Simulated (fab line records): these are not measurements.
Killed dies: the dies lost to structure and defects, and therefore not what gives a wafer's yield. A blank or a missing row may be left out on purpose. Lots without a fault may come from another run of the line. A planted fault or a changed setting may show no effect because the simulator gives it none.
Chamber matching :: flow n5Finfet :: N5_BEOL_M8_STRIP_36 on rieDiel-06: 4 sister chambers
The step strips in N2/H2. 4 wafers are shown with their chamber, then 9 later ones without.

WAFERS, EACH WITH ITS CHAMBER
wafer: L083.6
chamber: 0
drypumpMotorCurrentA (A): 6.0

wafer: L090.5
chamber: 1
drypumpMotorCurrentA (A): 5.7

wafer: L093.1
chamber: 3
drypumpMotorCurrentA (A): 5.9

wafer: L093.5
chamber: 2
drypumpMotorCurrentA (A): 5.1

WAFERS MISSING THEIR CHAMBER
wafer: L091.1
drypumpMotorCurrentA (A): 5.8

wafer: L091.4
drypumpMotorCurrentA (A): 5.8

wafer: L091.6
drypumpMotorCurrentA (A): 5.7

wafer: L097.4
drypumpMotorCurrentA (A): 5.0

wafer: L097.5
drypumpMotorCurrentA (A): 5.7

wafer: L097.6
drypumpMotorCurrentA (A): 5.9

wafer: L094.1
drypumpMotorCurrentA (A): 5.7

wafer: L094.4
drypumpMotorCurrentA (A): 5.8

wafer: L094.5
drypumpMotorCurrentA (A): 5.1

CHAMBER TAKEN BY EACH
wafer: L091.1
from the rows above: can't be placed: 1 or 3 or 0
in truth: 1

wafer: L091.4
from the rows above: can't be placed: 1 or 3 or 0
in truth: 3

wafer: L091.6
from the rows above: 1
in truth: 1

wafer: L097.4
from the rows above: 2
in truth: 2

wafer: L097.5
from the rows above: 1
in truth: 1

wafer: L097.6
from the rows above: can't be placed: 3 or 0
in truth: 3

wafer: L094.1
from the rows above: 1
in truth: 1

wafer: L094.4
from the rows above: can't be placed: 1 or 3 or 0
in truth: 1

wafer: L094.5
from the rows above: 2
in truth: 2
5 of 9 placed correctly. Not placeable from these rows: 4 (in 4, the candidates include the true chamber). 0 placed wrongly.
How it was worked out, from the rows above alone: a wafer's distance from a chamber is the root of the sum, over the readings, of the square of ((its reading less the chamber's mean) divided by the reading's scatter). The wafer belongs to the nearest chamber; if the next one is less than 2 further off, it can't be placed. The mean given for a chamber averages the wafers shown for that chamber. The scatter: root of mean squared gap, hidden wafer to nearest shown wafer, with one shown wafer a chamber.
